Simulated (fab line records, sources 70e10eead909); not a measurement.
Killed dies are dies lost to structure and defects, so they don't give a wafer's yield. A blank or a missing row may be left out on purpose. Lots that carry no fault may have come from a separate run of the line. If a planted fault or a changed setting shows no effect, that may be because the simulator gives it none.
A struck lot beside a sound one -- flow nand harc -- 15 steps out of a route of 1302
Sound: wafers L471.3, L471.4, L471.6. Struck: wafers L477.2, L477.5 (left out: L477.6, a lot-mate that was not struck); the cause follows at the end.
Per side, at each step with rows, come the tool, then ch with its chambers, and then its first start. Under that, the readings that differ: sound wafers -- struck wafers -- difference of the means -- sigmas: that difference in standard deviations of wafers without a fault.
alike: a reading whose means differ by less than 2 such deviations, as well as words and numbers matching on both sides. not compared: withheld readings; readings where some wafer has no value; bounds like >300 that might hide an equal value; numbers whose values overlap and for which the record gives no deviation.
A row with sigmas, a row that says differs or no value, or rows on one side alone: a step with any of these is where the two part. Numbers that have no deviation but don't overlap get no sigmas and don't part them. A reading missing from all wafers of one side parts the sides only when that side holds two or more wafers.

first, 8 steps without rows for these wafers: NHARC_THIN_TSV_DEHYDRATE_25 (time 120 s); NHARC_THIN_TSV_HMDS_26 (time 30 s); NHARC_THIN_TSV_COAT_27; NHARC_THIN_TSV_SOFTBAKE_28 (time 95 s); NHARC_THIN_TSV_EBR_29; NHARC_THIN_TSV_EXPOSE_30 (exposes mask PAD); NHARC_THIN_TSV_PEB_31 (peb time 85 s); NHARC_THIN_TSV_DEVELOP_32 (time 70 s).
NHARC_THIN_TSV_CD_MEAS_33 targets a cd of 5000 nm.
  sound on cd sem-03 ch 0, day 28 13:23; struck on cd sem-02 ch 0, day 30 18:56
  alike: cd nm
then, 1 step without rows for these wafers: NHARC_THIN_TSV_HARDBAKE_34 (time 80 s).
NHARC_THIN_TSV_DESCUM_35: chemistry O2, time 3 s.
  sound on rie diel-10 ch 0,2,3, day 28 13:33; struck on rie diel-10 ch 0,3, day 30 19:05
  alike: drypump motor current A, oes product au, rf vpp V, showerhead plenum p Torr, throttle valve pct
  not compared: rf hours counter h
NHARC_THIN_TSV_ETCH_59: etches the open film in Cl2/BCl3, target depth 880 nm, time 138.1 s.
  sound on rie metal-01 ch 0,1, day 28 13:45; struck on rie metal-01 ch 0,1, day 30 19:16
  alike: bcl3 flow sccm, drypump motor current A, oes product au, run length s, throttle valve pct
  not compared: rf hours counter h
NHARC_THIN_TSV_ETCH_36: etches the open film in Cl2/BCl3, target depth 65 nm, time 18.571 s.
  sound on rie metal-01 ch 0,1, day 28 13:57; struck on rie metal-01 ch 0, day 30 19:30
reading,sound,struck,difference,sigmas
run length s (s),40.0 39.0 40.6,35.5 35.2,-4.5,-11
  alike: drypump motor current A, oes product au
  not compared: rf hours counter h
NHARC_THIN_TSV_STRIP_56: strips in O2.
  sound on plasma asher-02 ch 0,1, day 28 14:08; struck on plasma asher-01 ch 0,1, day 30 19:35
  alike: drypump motor current A, heater power w
  not compared: rf hours counter h
NHARC_END_SORT_01:
  sound on prober-02 ch 0, day 28 23:56; struck on prober-02 ch 0, day 31 11:07
  alike: defect limited yield, killed at array, killed at other, killed at periphery, killed dies, killed open, killed short, sort_bin_2_pct, sort_bin_3_pct, sort_bin_4_pct, sort n pass, sort rim yield pct, sort yield pct

## WHERE THEY PART
Only at NHARC_THIN_TSV_ETCH_36, within this record. Later steps at which nothing parts them and some readings are alike: NHARC_THIN_TSV_STRIP_56, NHARC_END_SORT_01.

WHY: the cause the simulator had injected
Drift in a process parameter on rie metal-01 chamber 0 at NHARC_THIN_TSV_ETCH_36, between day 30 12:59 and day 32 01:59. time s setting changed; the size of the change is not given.
